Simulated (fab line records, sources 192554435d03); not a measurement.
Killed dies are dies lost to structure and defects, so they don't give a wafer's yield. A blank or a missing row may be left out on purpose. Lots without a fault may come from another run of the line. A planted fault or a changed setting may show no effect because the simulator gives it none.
fab line records | flow n5_finfet
record lots=10 wafers=30 last_day=17
route steps=1938 shown BEOL_M4@1111 BEOL_M10@1515 BEOL_M11@1536 PASSIVATION@1936
lots that met no fault: from a run of the same line without faults
start_h: hours from the record's first day to the start of the lot's first wafer shown | wait_h: hours since the lot's step before | " the same as in the row above | L1.1+2: a row that stands for several wafers | - no value, or no start given | * or withheld: withheld | < > ~ a bound
route shown NAME@n: a module of which the file shows steps, and the number in the route of the first | usual: mean/standard deviation of fault-free wafers | same: alike in all rows | chamber/n: place in a boat | sites: the reading at each site | _std_site: their standard deviation | _edge_site: outer sites' mean less inner sites' | radius_mm: how far each site lies from the wafer's centre | mask NAME#n: copy n | behind: the tool/chamber that last shaped the wafer | hold: why the lot was held/for how many hours/how that ended | device: the transistor (n, p or np) that didn't switch | end of line: the same wafers' tests at the end of the route | a step without rows: its recipe alone | killed: dies lost to structure and defects at the first sort, not the wafer's yield | map: a wafer's dies, x killed, . not, _ none there
set.NAME: the setting as run; set.NAME@STEP: as run at that earlier step | model.NAME: the simulator's own value behind a step, which no gauge read
steps of the route over a sample of lots; a table a step, a row a wafer
services: from which hour (start_h, from the record's first day; less than 0 if before it) a tool's chamber was out of use, for how many hours, and why
## steps
# step N5_BEOL_M4_RC_MEAS_101
# usual DIBL_N=36.0/1.7 DIBL_P=35.8/2 IOFF_N=0.15/0.03 IOFF_P=0.20/0.037 ION_N=670/12 ION_P=460/7.2 SS_N=71.5/0.68 SS_P=73.2/0.65 VT_N=250/3.1 VT_P=-251/3.4
# columns lot.wafer tool chamber start_h wait_h DIBL_N[mV/V] DIBL_P[mV/V] IOFF_N[nA/um] IOFF_P[nA/um] ION_N[uA/um] ION_P[uA/um] SS_N[mV/dec] SS_P[mV/dec] VT_N[mV] VT_P[mV]
L906.2 prober-01 0 175.62 0.2 36.4 35.4 0.16 0.20 664 456 71.6 73.0 250 -251
L906.5 " 0 " " 34.2 31.6 0.11 0.16 655 455 70.5 72.0 256 -256
L906.6 " 0 " " 34.7 32.5 0.13 0.16 662 454 71.2 72.5 253 -257
L905.1 prober-01 0 178.10 0.0 36.0 37.1 0.17 0.24 684 471 71.4 73.4 249 -247
L905.2 " 0 " " 37.1 37.0 0.18 0.23 682 464 71.3 73.3 248 -248
L905.3 " 0 " " 36.7 36.6 0.18 0.23 669 467 71.6 73.3 249 -247
L912.2 prober-01 0 209.11 0.2 35.7 36.3 0.16 0.19 681 459 71.7 72.8 247 -252
L912.5 " 0 " " 35.9 36.5 0.15 0.20 674 467 72.2 74.3 252 -252
L912.6 " 0 " " 37.4 38.2 0.19 0.23 689 471 73.0 73.7 248 -251
L913.1 prober-01 0 219.75 0.0 37.8 37.9 0.17 0.24 666 464 72.3 73.3 249 -248
L913.4 " 0 " " 40.1 41.5 0.24 0.30 692 474 72.6 74.2 244 -246
L913.5 " 0 " " 37.4 36.9 0.17 0.21 683 464 72.0 73.6 252 -249
L915.1 prober-01 0 237.50 0.0 37.7 38.1 0.19 0.27 687 477 71.5 73.5 248 -244
L915.3 " 0 " " 36.0 35.1 0.15 0.21 656 455 71.8 72.4 249 -249
L915.4 " 0 " " 34.8 33.7 0.13 0.18 678 462 71.3 73.1 251 -249
L917.1 prober-02 0 237.96 0.0 34.8 35.7 0.13 0.19 672 462 71.4 73.5 251 -250
L917.2 " 0 " " 37.0 37.5 0.16 0.21 676 459 72.0 73.7 249 -248
L917.4 " 0 " " 32.8 32.3 0.10 0.14 658 451 71.4 71.9 255 -255
L918.1 prober-01 0 255.01 0.0 36.2 35.7 0.14 0.19 658 453 71.2 72.7 252 -252
L918.3 " 0 " " 35.2 35.6 0.14 0.20 684 470 71.1 73.4 250 -250
L918.6 " 0 " " 35.0 34.7 0.12 0.18 655 460 70.1 72.7 254 -251
L926.3 prober-01 0 298.28 0.3 37.4 37.8 0.17 0.21 682 463 72.0 74.5 251 -251
L926.4 " 0 " " 35.4 36.2 0.14 0.18 659 457 71.1 73.8 254 -253
L926.5 " 0 " " 34.9 35.6 0.13 0.17 657 461 71.0 73.4 253 -256
L927.3 prober-02 0 305.41 0.3 34.7 33.1 0.14 0.17 671 462 71.1 72.5 248 -253
L927.5 " 0 " " 35.7 35.3 0.15 0.20 684 465 70.8 73.3 247 -252
L927.6 " 0 " " 37.3 35.7 0.17 0.21 665 457 71.3 72.6 248 -250
L928.1 prober-02 0 317.11 0.0 36.1 37.4 0.16 0.21 685 467 71.8 73.0 251 -252
L928.3 " 0 " " 32.9 33.9 0.12 0.17 672 457 70.4 72.3 252 -252
L928.5 " 0 " " 36.1 37.3 0.16 0.20 681 460 71.1 73.9 249 -253
# step N5_BEOL_M10_OCD_MEAS_38
# usual trench_depth_nm=149.5/1.9
# columns lot.wafer tool chamber start_h wait_h trench_depth_nm
L905.1 ocd-01 - 236.86 - 148.3
L905.2 " - " " 143.6
L905.3 " - " " 150.7
L906.2 ocd-01 - 237.32 - 152.5
L906.5 " - " " 148.6
L906.6 " - " " 151.7
L912.2 ocd-02 - 261.82 - 150.0
L912.5 " - " " 149.6
L912.6 " - " " 151.1
L913.1 ocd-02 - 271.54 - 149.1
L913.4 " - " " 148.6
L913.5 " - " " 148.8
L915.1 ocd-02 - 283.44 - 152.1
L915.3 " - " " 150.7
L915.4 " - " " 148.7
L917.1 ocd-02 - 285.58 - 149.2
L917.2 " - " " 150.0
L917.4 " - " " 151.3
L918.1 ocd-01 - 306.18 - 145.6
L918.3 " - " " 152.3
L918.6 " - " " 151.4
L926.3 ocd-01 - 349.28 - 148.0
L926.4 " - " " 149.4
L926.5 " - " " 145.8
L927.3 ocd-01 - 363.29 - 145.8
L927.5 " - " " 149.5
L927.6 " - " " 148.7
L928.1 ocd-01 - 372.81 - 150.5
L928.3 " - " " 147.2
L928.5 " - " " 148.6
# step N5_BEOL_M10_THK_MEAS_53
# recipe thk_meas_gauge=xrf reads=Cu_of_BEOL_M10_ECD_50
# usual M10_THK=139.5/2.3
# columns lot.wafer tool chamber start_h wait_h M10_THK[nm]
L905.1 film_metro-01 - 240.04 - 137.6
L905.2 " - " " 131.5
L905.3 " - " " 140.6
L906.2 film_metro-02 - 240.73 - 143.0
L906.5 " - " " 137.8
L906.6 " - " " 141.4
L912.2 film_metro-02 - 264.42 - 140.0
L912.5 " - " " 140.0
L912.6 " - " " 140.5
L913.1 film_metro-01 - 276.27 - 139.5
L913.4 " - " " 138.5
L913.5 " - " " 139.9
L915.1 film_metro-02 - 286.10 - 142.4
L915.3 " - " " 140.2
L915.4 " - " " 138.1
L917.1 film_metro-02 - 287.81 - 138.3
L917.2 " - " " 139.2
L917.4 " - " " 141.3
L918.1 film_metro-02 - 309.06 - 135.4
L918.3 " - " " 141.4
L918.6 " - " " 142.2
L926.3 film_metro-02 - 354.36 - 138.7
L926.4 " - " " 140.3
L926.5 " - " " 137.2
L927.3 film_metro-01 - 365.33 - 134.3
L927.5 " - " " 140.0
L927.6 " - " " 139.2
L928.1 film_metro-01 - 374.97 - 139.1
L928.3 " - " " 137.4
L928.5 " - " " 138.0
# step N5_BEOL_M11_ILD_DEP_00
# recipe material=SiCOH_lowk target_thk_a=3085.1 temp_c=300 precursor=DEMS/porogen pressure_torr=5 rf_w=500 time_s=58
# usual heater_power_w=312/44 run_length_s=100.8/0.4 showerhead_plenum_p_Torr=5.733/0.014 throttle_valve_pct=13.7/0.75
# columns lot.wafer tool chamber start_h wait_h heater_power_w run_length_s showerhead_plenum_p_Torr throttle_valve_pct
L905.1 pecvd-01 0 240.24 0.0 323 100.7 5.693 13.9
L905.2 " 1 " " 312 101.3 5.726 13.8
L905.3 " 2 " " 245 100.6 5.737 13.5
L906.2 pecvd-04 2 240.96 0.0 318 100.7 5.744 13.4
L906.5 " 1 " " 344 100.9 5.726 13.1
L906.6 " 0 " " 272 100.2 5.734 14.8
L912.2 pecvd-04 0 264.62 0.0 293 100.3 5.708 14.9
L912.5 " 2 " " 352 101.0 5.741 13.2
L912.6 " 0 " " 296 100.8 5.737 14.9
L913.1 pecvd-04 0 276.47 0.0 305 100.5 5.732 14.7
L913.4 " 0 " " 295 100.4 5.732 14.9
L913.5 " 2 " " 323 101.4 5.727 13.6
L915.1 pecvd-01 0 286.30 0.0 365 101.1 5.714 14.0
L915.3 " 2 " " 249 100.1 5.720 13.3
L915.4 " 2 " " 255 100.3 5.737 13.3
L917.1 pecvd-01 0 288.01 0.0 344 140.4 5.709 14.0
L917.2 " 2 " " 266 100.7 5.724 13.2
L917.4 " 1 " " 281 101.1 5.713 13.9
L918.1 pecvd-01 2 309.26 0.0 287 139.4 5.714 13.4
L918.3 " 1 " " 276 101.2 5.723 13.7
L918.6 " 0 " " 355 100.7 5.712 13.9
L926.3 pecvd-02 0 354.56 0.0 307 100.7 5.741 14.6
L926.4 " 0 " " 326 100.6 5.750 14.4
L926.5 " 2 " " 247 101.2 5.739 12.3
L927.3 pecvd-02 2 365.53 0.0 284 100.9 5.729 12.5
L927.5 " 2 " " 222 100.7 5.741 12.2
L927.6 " 1 " " 367 101.0 5.748 14.2
L928.1 pecvd-02 2 375.20 0.0 236 100.6 5.738 12.5
L928.3 " 0 " " 351 100.7 5.751 14.4
L928.5 " 2 " " 244 100.9 5.736 12.7
# step N5_BEOL_M11_CURE_71
# recipe temp_c=385 time_s=240 ambient=He/Ar material=SiCOH_lowk
# usual lamp_power_pct=52.32/0.052 wafer_temp_C_max=387.1/0.73
# same time_s=240
# columns lot.wafer tool chamber start_h wait_h lamp_power_pct wafer_temp_C_max
L905.1 uv_cure-03 2 240.31 0.0 52.40 386.2
L905.2 " 2 " " 52.34 387.2
L905.3 " 2 " " 52.29 387.1
L906.2 uv_cure-01 0 241.12 0.1 52.27 386.6
L906.5 " 0 " " 52.33 387.0
L906.6 " 0 " " 52.23 388.0
L912.2 uv_cure-02 2 264.78 0.1 52.45 387.1
L912.5 " 2 " " 52.31 386.5
L912.6 " 2 " " 52.26 387.2
L913.1 uv_cure-02 1 276.55 0.0 52.32 386.1
L913.4 " 1 " " 52.42 386.2
L913.5 " 1 " " 52.23 386.6
L915.1 uv_cure-03 0 286.51 0.2 52.32 387.3
L915.3 " 0 " " 52.33 388.3
L915.4 " 0 " " 52.40 387.8
L917.1 uv_cure-03 2 288.09 0.0 52.29 386.6
L917.2 " 2 " " 52.40 386.8
L917.4 " 2 " " 52.26 387.5
L918.1 uv_cure-01 1 309.34 0.0 52.37 387.6
L918.3 " 1 " " 52.31 388.0
L918.6 " 1 " " 52.29 388.3
L926.3 uv_cure-01 0 354.96 0.4 52.39 386.8
L926.4 " 0 " " 52.29 387.2
L926.5 " 0 " " 52.31 387.2
L927.3 uv_cure-02 2 365.77 0.2 52.36 387.3
L927.5 " 2 " " 52.37 387.7
L927.6 " 2 " " 52.42 386.3
L928.1 uv_cure-03 2 375.28 0.0 52.32 388.4
L928.3 " 2 " " 52.35 386.1
L928.5 " 2 " " 52.30 387.4
# step N5_BEOL_M11_THK_MEAS_01
# recipe reads=SiCOH_lowk_of_BEOL_M11_ILD_DEP_00
# usual M11_ILD_THK=268/3.6
# columns lot.wafer tool chamber start_h wait_h M11_ILD_THK[nm]
L905.1 film_metro-01 - 240.83 0.4 263
L905.2 " - " " 265
L905.3 " - " " 262
L906.2 film_metro-01 - 241.56 0.4 264
L906.5 " - " " 270
L906.6 " - " " 272
L912.2 film_metro-01 - 265.21 0.4 268
L912.5 " - " " 264
L912.6 " - " " 273
L913.1 film_metro-01 - 277.08 0.4 266
L913.4 " - " " 270
L913.5 " - " " 270
L915.1 film_metro-02 - 287.03 0.4 263
L915.3 " - " " 261
L915.4 " - " " 266
L917.1 film_metro-02 - 288.60 0.4 449
L917.2 " - " " 261
L917.4 " - " " 272
L918.1 film_metro-02 - 310.33 0.8 445
L918.3 " - " " 265
L918.6 " - " " 271
L926.3 film_metro-02 - 355.63 0.5 265
L926.4 " - " " 267
L926.5 " - " " 271
L927.3 film_metro-01 - 366.12 0.3 273
L927.5 " - " " 273
L927.6 " - " " 271
L928.1 film_metro-01 - 375.79 0.4 269
L928.3 " - " " 266
L928.5 " - " " 271
# step N5_PASSIVATION_PROBE_49
# usual defect_limited_yield=91.4/1.5 killed_at_M0_to_M3=32/9.8 killed_at_M4_up=15/5.6 killed_at_contacts=12/5.4 killed_at_front_end=40/13 killed_at_other=3.0/2.1 killed_dies=102/17 killed_on_rim=14/4.4 killed_open=67/13 killed_short=32/7.1 sort_bin_5_function=5.1/0.96 sort_bin_6_memory=3.2/0.7 sort_n_pass=1078/18 sort_yield_pct=91.3/1.5
# same gross_dies=1180 killed_at_back_side=0 sort_bin_4_leakage[%]=0 sort_bin_8_speed[%]=0
# columns lot.wafer tool chamber start_h wait_h defect_limited_yield[%] killed_at_M0_to_M3 killed_at_M4_up killed_at_contacts killed_at_front_end killed_at_other killed_dies killed_on_rim killed_open killed_short sort_bin_5_function[%] sort_bin_6_memory[%] sort_n_pass sort_yield_pct[%]
L913.1 prober-02 - 322.25 0.0 93.2 23 8 7 38 4 80 17 56 23 4.2 2.4 1100 93.2
L913.4 prober-02 - 322.40 0.2 92.7 28 15 6 36 1 86 9 52 33 4.2 3.0 1094 92.7
L913.5 prober-02 - 322.45 0.2 93.6 26 10 9 25 6 76 12 42 32 4.7 1.4 1104 93.6
L917.1 prober-01 - 352.48 0.0 0 27 1084 11 55 3 1180 152 64 36 96.4 3.3 0 0
L917.2 prober-01 - 352.53 0.1 89.7 42 22 13 41 3 121 14 70 47 6.2 3.4 1059 89.7
L917.4 prober-01 - 352.63 0.2 90.8 29 9 16 48 7 109 15 67 39 6.2 2.9 1071 90.8
L918.1 prober-02 - 359.80 0.0 0 36 1092 13 38 1 1180 152 73 28 96.2 3.5 0 0
L918.3 prober-02 - 359.90 0.1 92.6 32 14 7 31 3 87 11 59 27 4.2 2.9 1093 92.6
L918.6 prober-02 - 360.05 0.3 91.4 21 19 5 54 2 101 12 71 26 5.2 3.0 1079 91.4
# killed by level:class
L913.1 STI_FIN_REVEAL:geometric_particle:open=13 BEOL_M0_SAQP:geometric_particle:short=6 BEOL_M1:geometric_particle:open=6 MOL_CONTACT_COAG:geometric_particle:open=5 BEOL_M0_SAQP:geometric_particle:open=5 GATE_CUT:geometric_particle:short=4 FIN_SAQP:geometric_particle:open=3 GATE_CUT:geometric_particle:open=3
L913.4 GATE_CUT:geometric_particle:short=9 GATE_CUT:geometric_particle:open=7 BEOL_M2:geometric_particle:open=7 BEOL_M0_SAQP:geometric_particle:open=6 BEOL_M0_SAQP:geometric_particle:short=5 BEOL_M4:geometric_particle:open=5 FIN_SAQP:geometric_particle:short=4 DUMMY_GATE:geometric_particle:open=4
L913.5 MOL_CONTACT_COAG:geometric_particle:open=6 BEOL_M0_SAQP:geometric_particle:open=5 STARTING-WAFER:geometric_particle:short=5 FIN_SAQP:geometric_particle:short=4 BEOL_M0_SAQP:geometric_particle:short=4 BEOL_M1:geometric_particle:open=4 BEOL_M1:geometric_particle:short=4 BEOL_M4:geometric_particle:open=4
L917.1 BEOL_M11:area_etch=1077 FIN_SAQP:geometric_particle:open=16 STI_FIN_REVEAL:geometric_particle:open=11 FIN_SAQP:geometric_particle:short=8 MOL_CONTACT_COAG:geometric_particle:open=8 DUMMY_GATE:geometric_particle:open=8 BEOL_M0_SAQP:geometric_particle:short=6 BEOL_M0_SAQP:geometric_particle:open=4
L917.2 MOL_CONTACT_COAG:geometric_particle:open=11 BEOL_M0_SAQP:geometric_particle:open=9 BEOL_M4:geometric_particle:open=9 FIN_SAQP:geometric_particle:short=7 BEOL_M0_SAQP:geometric_particle:short=7 BEOL_M3:geometric_particle:open=7 GATE_CUT:geometric_particle:short=6 FIN_SAQP:geometric_particle:open=5
L917.4 MOL_CONTACT_COAG:geometric_particle:open=13 FIN_SAQP:geometric_particle:open=10 STI_FIN_REVEAL:geometric_particle:open=9 BEOL_M3:geometric_particle:open=9 FIN_SAQP:geometric_particle:short=7 STARTING-WAFER:geometric_particle:short=5 BEOL_M0_SAQP:geometric_particle:short=4 BEOL_M0_SAQP:geometric_particle:open=4
L918.1 BEOL_M11:area_etch=1078 BEOL_M0_SAQP:geometric_particle:open=12 MOL_CONTACT_COAG:geometric_particle:open=11 BEOL_M3:geometric_particle:open=8 STI_FIN_REVEAL:geometric_particle:open=7 GATE_CUT:geometric_particle:short=7 BEOL_M0_SAQP:geometric_particle:short=7 FIN_SAQP:geometric_particle:short=5
L918.3 FIN_SAQP:geometric_particle:open=11 BEOL_M3:geometric_particle:open=9 BEOL_M2:geometric_particle:open=7 BEOL_M4:geometric_particle:open=7 MOL_CONTACT_COAG:geometric_particle:open=6 BEOL_M2:geometric_particle:short=6 STI_FIN_REVEAL:geometric_particle:open=4 GATE_CUT:geometric_particle:short=4
L918.6 FIN_SAQP:geometric_particle:open=13 STI_FIN_REVEAL:geometric_particle:open=11 BEOL_M3:geometric_particle:open=8 BEOL_M4:geometric_particle:open=7 GATE_CUT:geometric_particle:open=5 GATE_CUT:geometric_particle:short=5 MOL_CONTACT_COAG:geometric_particle:open=4 BEOL_M6:geometric_particle:open=4
## services
# columns tool chamber start_h hours kind
pecvd-02 - 219.26 2.8 pm
pecvd-02 2 232.76 12.9 repair
pecvd-02 0 236.34 2.1 scheduled_down
uv_cure-01 - 275.03 7.5 pm
uv_cure-02 - 288.45 0.4 repair
uv_cure-01 - 293.87 3.6 repair
uv_cure-02 - 321.48 2.7 repair
uv_cure-01 - 331.89 7.5 pm
uv_cure-01 - 339.44 4.5 pm
## key
first_sign step=N5_BEOL_M11_ILD_DEP_00 reading=run_length_s direction=up sigmas=98 usual=* struck=*
effect step=N5_BEOL_M11_THK_MEAS_01 reading=M11_ILD_THK direction=up sigmas=50 usual=268 struck=447
effect step=N5_PASSIVATION_PROBE_49 reading=killed_at_M4_up direction=up sigmas=99+ usual=15 struck=1088
more_kills_born_at N5_BEOL_M11_ETCH_41@rie_diel-01=1078 N5_BEOL_M11_ETCH_41@rie_diel-06=1077
met_at N5_BEOL_M11_ILD_DEP_00
struck_lots L917,L918
struck_wafers L917.1,L918.1
later_rows_left_out L917.1,L918.1
not_acting_at N5_BEOL_M10_OCD_MEAS_38,N5_BEOL_M10_THK_MEAS_53,N5_BEOL_M11_CURE_71
onset_between 286.30 288.01
fault kind=process_parameter_drift tool=pecvd-01 chamber=- onset_h=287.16 steps=N5_BEOL_M11_ILD_DEP_00 channel=time_s offset=* shape=step end_h=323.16 scope=struck_wafers_only acts_in=* stated=*
# later_rows_left_out: the simulator's readings of these wafers behind a module that went badly wrong aren't trusted and aren't shown, but for the sort
